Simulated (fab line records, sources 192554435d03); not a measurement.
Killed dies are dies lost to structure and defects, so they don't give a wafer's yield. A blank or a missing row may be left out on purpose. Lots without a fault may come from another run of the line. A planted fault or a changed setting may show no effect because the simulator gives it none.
Which tool did it? | flow n5_finfet | 7 lots, 21 wafers sampled, at 4 steps of a route of 1938

WHAT THE GAUGES READ, wafer by wafer
N5_BEOL_M7_CD_MEAS_18: pitch 80 nm, target cd 40 nm.
lot  | measured     | on        | cd_nm (nm)
L949 | day 9 06:25  | cd_sem-02 | 39.7 39.7 39.7
L951 | day 9 20:50  | cd_sem-02 | 39.6 39.7 39.9
L960 | day 12 16:16 | cd_sem-01 | - - -
L965 | day 12 22:14 | cd_sem-02 | 40.3 40.3 40.2
L967 | day 13 23:37 | cd_sem-03 | 39.9 40.1 40.4
L969 | day 14 21:06 | cd_sem-02 | 38.8 39.8 40.0
L970 | day 15 06:49 | cd_sem-01 | 40.5 40.5 40.6

WHICH TOOL RAN EACH LOT (tool, then ch and the chambers of the sampled wafers, then the start)
lot  | N5_BEOL_M6_SPUTTER_48        | N5_BEOL_M7_HM_DEP_02         | N5_BEOL_M7_HM_OPEN_17
L949 | pvd_sputter-02, day 9 03:17  | pvd_sputter-03, day 9 05:30  | rie_metal-03 ch 0,1, day 9 06:14
L951 | pvd_sputter-03, day 9 17:29  | pvd_sputter-02, day 9 19:47  | rie_metal-01 ch 0,1, day 9 20:40
L960 | pvd_sputter-02, day 12 12:14 | pvd_sputter-01, day 12 15:01 | rie_metal-02 ch 0,1, day 12 15:53
L965 | pvd_sputter-03, day 12 18:38 | pvd_sputter-01, day 12 21:11 | rie_metal-01 ch 0,1, day 12 22:02
L967 | pvd_sputter-03, day 13 16:55 | pvd_sputter-01, day 13 22:34 | rie_metal-02 ch 0,1, day 13 23:25
L969 | pvd_sputter-02, day 14 12:23 | pvd_sputter-02, day 14 18:55 | rie_metal-01 ch 0,1, day 14 20:55
L970 | pvd_sputter-01, day 15 01:55 | pvd_sputter-01, day 15 05:37 | rie_metal-01 ch 1, day 15 06:31
- N5_BEOL_M6_SPUTTER_48: material Cu, target thk 10 nm, time 1.667 s.
- N5_BEOL_M7_HM_DEP_02: deposits TiN, target thk 20 nm.
- N5_BEOL_M7_HM_OPEN_17: chemistry Cl2/BCl3, target TiN, target depth 20 nm, overetch 6 nm.

THE ANSWER, worked out from the rows above alone
Rule: what is usual is taken from the lots themselves. Put in order of their means at a reading, lots are off if they are a third of the lots or fewer, leave a main group of 4 or more, and stand apart from it by a gap of 3 or more times the standard deviation of the main group's means; of several such gaps the widest counts. A main group whose means are all the same, to the digits that the tables above print for the reading, isn't used. A lot without any number at a reading at which 4 lots or more have one is off too. The other lots that the step has rows for count as sound.
Off: L960, at N5_BEOL_M7_CD_MEAS_18 (cd_nm). Without a number there: L960. The main group: mean 40.0 nm, standard deviation 0.35.
A tool fits if, at a process step before that reading, it ran every lot that is off, and no sound lot after the first of them. The gauges at N5_BEOL_M7_CD_MEAS_18 are tried like those tools. None of those tried fits.

WHAT THE SIMULATOR HAD PUT IN
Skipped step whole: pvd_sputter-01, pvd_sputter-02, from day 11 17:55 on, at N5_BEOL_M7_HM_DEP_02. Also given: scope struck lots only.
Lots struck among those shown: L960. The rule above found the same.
